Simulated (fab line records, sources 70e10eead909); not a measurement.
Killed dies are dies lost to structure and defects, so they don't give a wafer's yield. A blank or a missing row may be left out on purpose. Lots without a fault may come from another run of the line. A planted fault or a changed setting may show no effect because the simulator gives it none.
Chamber matching | flow nand_harc | NHARC_A_WL_FILL_CMP_12 on cmp-03: 4 sister chambers
The step polishes, t overpolish 30 s, target thk 100 nm. 7 wafers are shown with their chamber, then 7 later ones without.

WAFERS WITH THEIR CHAMBER
wafer  | chamber | motor_current_A (A) | overpolish_run_s (s)
L337.5 | 1       | 11.9                | 30.007
L338.1 | 1       | 12.3                | 29.999
L341.1 | 0       | 12.0                | 30.011
L341.2 | 2       | 12.0                | 29.998
L341.4 | 3       | 11.2                | 30.006
L351.1 | 2       | 11.2                | 30.017
L351.2 | 3       | 11.8                | 30.005

WAFERS WITHOUT THEIR CHAMBER
wafer  | motor_current_A (A) | overpolish_run_s (s)
L351.4 | 12.3                | 30.001
L352.4 | 12.6                | 30.010
L352.5 | 12.0                | 30.003
L352.6 | 11.7                | 29.984
L354.1 | 12.3                | 29.988
L354.2 | 11.6                | 30.001
L354.6 | 12.4                | 29.991

WHICH CHAMBER EACH WENT THROUGH
wafer  | from the rows above               | in truth
L351.4 | can't be placed: 1 or 0 or 2 or 3 | 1
L352.4 | can't be placed: 0 or 1 or 2 or 3 | 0
L352.5 | can't be placed: 1 or 0 or 2 or 3 | 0
L352.6 | can't be placed: 1 or 3 or 2 or 0 | 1
L354.1 | can't be placed: 1 or 3 or 2 or 0 | 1
L354.2 | can't be placed: 3 or 2 or 1 or 0 | 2
L354.6 | can't be placed: 1 or 0 or 2 or 3 | 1
Placed correctly: 0 of 7. Can't be placed from these rows: 7 (the true chamber is among the candidates in 7). Placed wrongly: 0.
How it was worked out, from the rows above alone: a wafer's distance from a chamber is the root of the sum, over the readings, of the square of ((its reading less the chamber's mean) divided by the reading's scatter). The wafer belongs to the nearest chamber; if the next one is less than 2 further off, it can't be placed. A chamber's mean is the mean of its shown wafers. The scatter: the root of (the sum of the squares of (reading less its chamber's mean) over the shown wafers, divided by (wafers less chambers)).
